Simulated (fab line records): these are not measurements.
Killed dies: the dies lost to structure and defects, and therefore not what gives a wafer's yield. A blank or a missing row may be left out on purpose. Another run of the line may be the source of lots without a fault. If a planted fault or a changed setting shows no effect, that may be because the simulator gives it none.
Chamber matching	flow n5_finfet	3 sister chambers for N5_BEOL_M7_ILD_DEP_00 on pecvd-02
The step deposits SiCOH lowk from DEMS/porogen, target thk 179.75 nm, time 33.4 s. 3 wafers are shown with their chamber, then 7 later ones without.

WAFERS WITH THEIR CHAMBER
wafer	chamber	throttle_valve_pct (%)
L079.3	1	14.2
L079.4	0	14.7
L079.5	2	13.0

WAFERS WITHOUT THEIR CHAMBER
wafer	throttle_valve_pct (%)
L079.6	14.2
L082.3	14.4
L082.4	14.2
L082.5	14.8
L091.1	14.7
L091.2	14.3
L091.5	14.1

EACH ONE'S CHAMBER
wafer	from the rows above	in truth
L079.6	1	1
L082.3	can't be placed: 1 or 0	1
L082.4	1	1
L082.5	0	0
L091.1	0	0
L091.2	1	1
L091.5	1	1
6 of 7 placed correctly. Not placeable from these rows: 1 (in 1, the candidates include the true chamber). 0 placed wrongly.
How it was worked out, from the rows above alone: a wafer's distance from a chamber is the root of the sum, over the readings, of the square of ((its reading less the chamber's mean) divided by the reading's scatter). If the next closest chamber is less than 2 further off than the closest, the wafer can't be placed; otherwise it belongs to the closest. A chamber's mean is the mean of its shown wafers. The scatter (one wafer shown for each chamber): square how far every hidden wafer sits from the nearest shown wafer, average those squares and take the square root.
